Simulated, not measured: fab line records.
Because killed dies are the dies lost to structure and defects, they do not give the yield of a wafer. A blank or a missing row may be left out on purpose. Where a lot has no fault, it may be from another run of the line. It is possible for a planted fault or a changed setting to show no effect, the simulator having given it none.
Struck lot and sound lot, side by side :: flow nand harc :: 27 out of 1159 route steps
Sound: these wafers, L190.1, L190.3, L190.5. Wafers struck: L191.4, L191.5, L191.6. Last of all comes the cause.
Each step with rows lists, per side, the tool, then ch with its chambers, then its first start. Under that, the readings that differ: sound wafers :: struck wafers :: difference of the means :: sigmas: that difference in standard deviations of wafers without a fault.
alike: readings with means less than 2 such deviations apart, plus words and numbers identical on both sides. not compared: withheld readings, readings lacking a value on some wafer, bounds such as >300 that could conceal the same value, and numbers that have no deviation in the record and whose values overlap.
Wherever a step has rows on one side only, a row that says differs or no value, or a row with sigmas, the two part there. Non-overlapping numbers with no deviation appear without sigmas and do not part them. A reading that every wafer of one side lacks parts them only if that side has two wafers or more.

first, 5 steps without rows for these wafers: NHARC_P_GATE_SOFTBAKE_06 (time 95 s); NHARC_P_GATE_EBR_07; NHARC_P_GATE_EXPOSE_08 (exposes mask P HV); NHARC_P_GATE_PEB_09 (peb time 85 s); NHARC_P_GATE_DEVELOP_10 (time 70 s).
NHARC_P_GATE_CD_MEAS_11: target cd 1640 nm.
  sound on cd sem-01 ch 0, day 6 10:10; struck on cd sem-01 ch 0, day 7 06:50
reading: cd nm (nm)
sound: 1636.9 1637.5 1635.6
struck: 1642.6 1643.7 1640.3
difference: +5.5
sigmas: +3
then, 1 step without rows for these wafers: NHARC_P_GATE_HARDBAKE_12 (time 80 s).
NHARC_P_GATE_DESCUM_13: chemistry O2, time 3 s.
  sound on rie diel-05 ch 0,1, day 6 10:26; struck on rie diel-07 ch 0,2,3, day 7 07:13
  alike: drypump motor current A, oes product au, rf vpp V, showerhead plenum p Torr, throttle valve pct
  not compared: rf hours counter h
then, 4 steps without rows for these wafers: NHARC_P_GATE_ETCH_14 (etches SiO2 in dHF, target depth 48.8 nm); NHARC_P_GATE_STRIP_15 (strips in SPM, time 780 s); NHARC_P_GATE_PRECLEAN_71 (cleans in SC1); NHARC_P_GATE_SRD_72.
NHARC_P_GATE_OXIDE_16: material SiO2, target thk 3 nm, ox time 392 s.
  sound on furnace-06 ch 0, day 6 13:43; struck on furnace-06 ch 0, day 7 10:25
then, 1 step without rows for these wafers: NHARC_P_GATE_CVD_17 (deposits poly-Si, target thk 150 nm, time 900 s).
NHARC_P_GATE_HM_DEP_102: deposits aC, target thk 120 nm.
  sound on acl dep-01 ch 0, day 6 22:44; struck on acl dep-01 ch 0, day 7 19:33
  alike: throttle valve pct
NHARC_P_GATE_DEP_103: deposits SiON, target thk 30 nm.
  sound on pecvd-02 ch 0,1, day 6 23:23; struck on pecvd-03 ch 0,1,2, day 7 20:14
  alike: heater power w
  not compared: since wet clean h
then, 8 steps without rows for these wafers: NHARC_P_GATE_DEHYDRATE_18 (time 120 s); NHARC_P_GATE_HMDS_19 (time 30 s); NHARC_P_GATE_COAT_20 (resist thk 90 nm); NHARC_P_GATE_SOFTBAKE_21 (time 55 s); NHARC_P_GATE_EBR_22; NHARC_P_GATE_EXPOSE_23 (exposes mask P GATE, target cd 120 nm); NHARC_P_GATE_PEB_24 (peb time 65 s); NHARC_P_GATE_DEVELOP_25 (develop time 35 s).
NHARC_P_GATE_CD_MEAS_26: target cd 120 nm.
  sound on cd sem-02 ch 0, day 7 00:04; struck on cd sem-02 ch 0, day 7 20:51
reading: cd nm (nm)
sound: 120.8 121.1 121.6
struck: 119.3 117.4 119.0
difference: -2.6
sigmas: -2
NHARC_P_GATE_OVL_MEAS_27:
  sound on overlay-01, day 7 00:10; struck on overlay-01, day 7 20:56
reading: overlay x nm (nm)
sound: -2.4 -1.8 -2.1
struck: 1.1 1.4 1.0
difference: +3.3
sigmas: +3
  alike: overlay y nm
NHARC_P_GATE_INSPECT_28:
  sound on defect inspect-01, day 7 00:11; struck on defect inspect-01, day 7 21:09
reading: raw defect count
sound: 7 12 8
struck: 1282 1196 1270
difference: +1240
sigmas: +99 or more
  not compared: hold

## WHERE THEY PART
Earliest at NHARC_P_GATE_CD_MEAS_11; latest, in this record, at NHARC_P_GATE_INSPECT_28.

WHY: the cause the simulator had injected
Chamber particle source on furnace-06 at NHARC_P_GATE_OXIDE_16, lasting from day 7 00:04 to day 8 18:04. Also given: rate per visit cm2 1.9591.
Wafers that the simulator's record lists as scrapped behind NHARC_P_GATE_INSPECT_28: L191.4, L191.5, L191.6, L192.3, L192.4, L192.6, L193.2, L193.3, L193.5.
